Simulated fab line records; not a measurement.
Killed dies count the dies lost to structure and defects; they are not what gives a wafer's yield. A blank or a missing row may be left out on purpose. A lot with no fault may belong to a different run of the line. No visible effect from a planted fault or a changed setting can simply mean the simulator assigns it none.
Check of tool commonality :: flow n5 finfet :: 7 lots and 21 wafers in the sample

== WHY IT WAS OPENED ==
Flagged at N5_SPACER0_INSPECT_04: reading raw defect count, on 2 of 7 lots. Fault-free wafers read 128, with a standard deviation of 33.
Rule: a lot gets a flag if all its wafers with a number sit over 4 standard deviations from that mean, or if no wafer of it has a number. The other lots count as sound.

lot: L939
measured: day 3 11:36
on: defect inspect-01
raw defect count, wafer by wafer: 147 147 138
flag: 

lot: L941
measured: day 4 00:49
on: defect inspect-02
raw defect count, wafer by wafer: 119 114 98
flag: 

lot: L949
measured: day 6 02:46
on: defect inspect-01
raw defect count, wafer by wafer: 399 388 342
flag: FLAGGED

lot: L950
measured: day 6 08:28
on: defect inspect-01
raw defect count, wafer by wafer: 397 376 407
flag: FLAGGED

lot: L953
measured: day 7 00:08
on: defect inspect-01
raw defect count, wafer by wafer: 201 162 169
flag: 

lot: L956
measured: day 7 16:49
on: defect inspect-01
raw defect count, wafer by wafer: 104 147 123
flag: 

lot: L957
measured: day 8 00:00
on: defect inspect-02
raw defect count, wafer by wafer: 155 158 151
flag: 
Average over the flagged lots: 385; offset from the usual +257, equal to +8 standard deviations.

== WHICH TOOL RAN EACH LOT ==
The record holds 4 process steps before the reading, out of a route of 1938 steps. Every cell lists first the tool, next ch and the chambers used by the sampled wafers, and last the start.
lot: L939
flag: 
N5_DUMMY_GATE_TRIM_49: rie si-04 ch 2,3, day 3 09:54
N5_DUMMY_GATE_STRIP_40: rie diel-01 ch 0,3, day 3 10:01
N5_DUMMY_GATE_ETCH_44: rie si-06 ch 0,1,3, day 3 10:36
N5_DUMMY_GATE_STRIP_48: rie diel-06 ch 0,1,3, day 3 10:49

lot: L941
flag: 
N5_DUMMY_GATE_TRIM_49: rie si-04 ch 0,1,3, day 3 23:16
N5_DUMMY_GATE_STRIP_40: rie diel-03 ch 2,3, day 3 23:22
N5_DUMMY_GATE_ETCH_44: rie si-06 ch 0,1,2, day 3 23:49
N5_DUMMY_GATE_STRIP_48: rie diel-01 ch 1,2,3, day 4 00:01

lot: L949
flag: FLAGGED
N5_DUMMY_GATE_TRIM_49: rie si-04 ch 2,3, day 6 01:07
N5_DUMMY_GATE_STRIP_40: rie diel-03 ch 2,3, day 6 01:13
N5_DUMMY_GATE_ETCH_44: rie si-06 ch 1,2, day 6 01:47
N5_DUMMY_GATE_STRIP_48: rie diel-06 ch 2,3, day 6 01:59

lot: L950
flag: FLAGGED
N5_DUMMY_GATE_TRIM_49: rie si-06 ch 1,2,3, day 6 06:44
N5_DUMMY_GATE_STRIP_40: rie diel-01 ch 0,1,2, day 6 06:53
N5_DUMMY_GATE_ETCH_44: rie si-06 ch 2,3, day 6 07:24
N5_DUMMY_GATE_STRIP_48: rie diel-06 ch 2,3, day 6 07:40

lot: L953
flag: 
N5_DUMMY_GATE_TRIM_49: rie si-06 ch 2,3, day 6 22:32
N5_DUMMY_GATE_STRIP_40: rie diel-03 ch 0,1, day 6 22:38
N5_DUMMY_GATE_ETCH_44: rie si-02 ch 2,3, day 6 23:04
N5_DUMMY_GATE_STRIP_48: rie diel-01 ch 2,3, day 6 23:19

lot: L956
flag: 
N5_DUMMY_GATE_TRIM_49: rie si-04 ch 1,2,3, day 7 15:07
N5_DUMMY_GATE_STRIP_40: rie diel-06 ch 0,1,3, day 7 15:13
N5_DUMMY_GATE_ETCH_44: rie si-02 ch 0,2,3, day 7 15:39
N5_DUMMY_GATE_STRIP_48: rie diel-03 ch 0,1, day 7 16:02

lot: L957
flag: 
N5_DUMMY_GATE_TRIM_49: rie si-04 ch 1,2,3, day 7 22:21
N5_DUMMY_GATE_STRIP_40: rie diel-01 ch 2,3, day 7 22:28
N5_DUMMY_GATE_ETCH_44: rie si-02 ch 1,2, day 7 22:59
N5_DUMMY_GATE_STRIP_48: rie diel-01 ch 1,2, day 7 23:12
These steps, and what they do:
- N5_DUMMY_GATE_TRIM_49: chemistry O2, time 29 s, target cd 14 nm.
- N5_DUMMY_GATE_STRIP_40: strips in CF4.
- N5_DUMMY_GATE_ETCH_44: etches poly-Si in HBr/O2, stops on SiO2, target depth 127.5 nm.
- N5_DUMMY_GATE_STRIP_48: strips in N2/H2, time 20 s.
- N5_SPACER0_INSPECT_04: inspects for defects (darkfield).

== FLAGGED OVER TOTAL, TOOL BY TOOL (the gauges that took the reading come last) ==
step: N5_DUMMY_GATE_TRIM_49
tool: rie si-04
lots run: 5
flagged: 1
share of the flagged lots: some
sound lots run after its first flagged lot: 2 (L956,L957)

step: N5_DUMMY_GATE_TRIM_49
tool: rie si-06
lots run: 2
flagged: 1
share of the flagged lots: some
sound lots run after its first flagged lot: 1 (L953)

step: N5_DUMMY_GATE_STRIP_40
tool: rie diel-01
lots run: 3
flagged: 1
share of the flagged lots: some
sound lots run after its first flagged lot: 1 (L957)

step: N5_DUMMY_GATE_STRIP_40
tool: rie diel-03
lots run: 3
flagged: 1
share of the flagged lots: some
sound lots run after its first flagged lot: 1 (L953)

step: N5_DUMMY_GATE_STRIP_40
tool: rie diel-06
lots run: 1
flagged: 0
share of the flagged lots: none
sound lots run after its first flagged lot: -

step: N5_DUMMY_GATE_ETCH_44
tool: rie si-02
lots run: 3
flagged: 0
share of the flagged lots: none
sound lots run after its first flagged lot: -

step: N5_DUMMY_GATE_ETCH_44
tool: rie si-06
lots run: 4
flagged: 2
share of the flagged lots: all
sound lots run after its first flagged lot: 0

step: N5_DUMMY_GATE_STRIP_48
tool: rie diel-01
lots run: 3
flagged: 0
share of the flagged lots: none
sound lots run after its first flagged lot: -

step: N5_DUMMY_GATE_STRIP_48
tool: rie diel-03
lots run: 1
flagged: 0
share of the flagged lots: none
sound lots run after its first flagged lot: -

step: N5_DUMMY_GATE_STRIP_48
tool: rie diel-06
lots run: 3
flagged: 2
share of the flagged lots: all
sound lots run after its first flagged lot: 0

step: N5_SPACER0_INSPECT_04
tool: defect inspect-01
lots run: 5
flagged: 2
share of the flagged lots: all
sound lots run after its first flagged lot: 2 (L953,L956)

step: N5_SPACER0_INSPECT_04
tool: defect inspect-02
lots run: 2
flagged: 0
share of the flagged lots: none
sound lots run after its first flagged lot: -

== WHAT THE TABLE ALLOWS ==
3 rows of the table ran every flagged lot: rie si-06 at N5_DUMMY_GATE_ETCH_44, rie diel-06 at N5_DUMMY_GATE_STRIP_48, defect inspect-01 at N5_SPACER0_INSPECT_04.
- rie si-06 at N5_DUMMY_GATE_ETCH_44 ran 4 lots, 2 of them flagged. A fault beginning between L941 (day 3 23:49), its last sound lot, and L949 (day 6 01:47), its first flagged one, fits the data.
- rie diel-06 at N5_DUMMY_GATE_STRIP_48 ran 3 lots, 2 of them flagged. A fault beginning between L939 (day 3 10:49), its last sound lot, and L949 (day 6 01:59), its first flagged one, fits the data.
- defect inspect-01 at N5_SPACER0_INSPECT_04 ran 5 lots, 2 of them flagged. Sound lots ran on it after the first flagged one (L953, L956), which a lasting fault on the whole tool wouldn't allow.
A lot count leaves these 2 tools indistinguishable: every one of them fits a fault beginning at some hour. More lots, or a look at what each step does to the wafer, might.

== WHAT THE SIMULATOR HAD PUT IN ==
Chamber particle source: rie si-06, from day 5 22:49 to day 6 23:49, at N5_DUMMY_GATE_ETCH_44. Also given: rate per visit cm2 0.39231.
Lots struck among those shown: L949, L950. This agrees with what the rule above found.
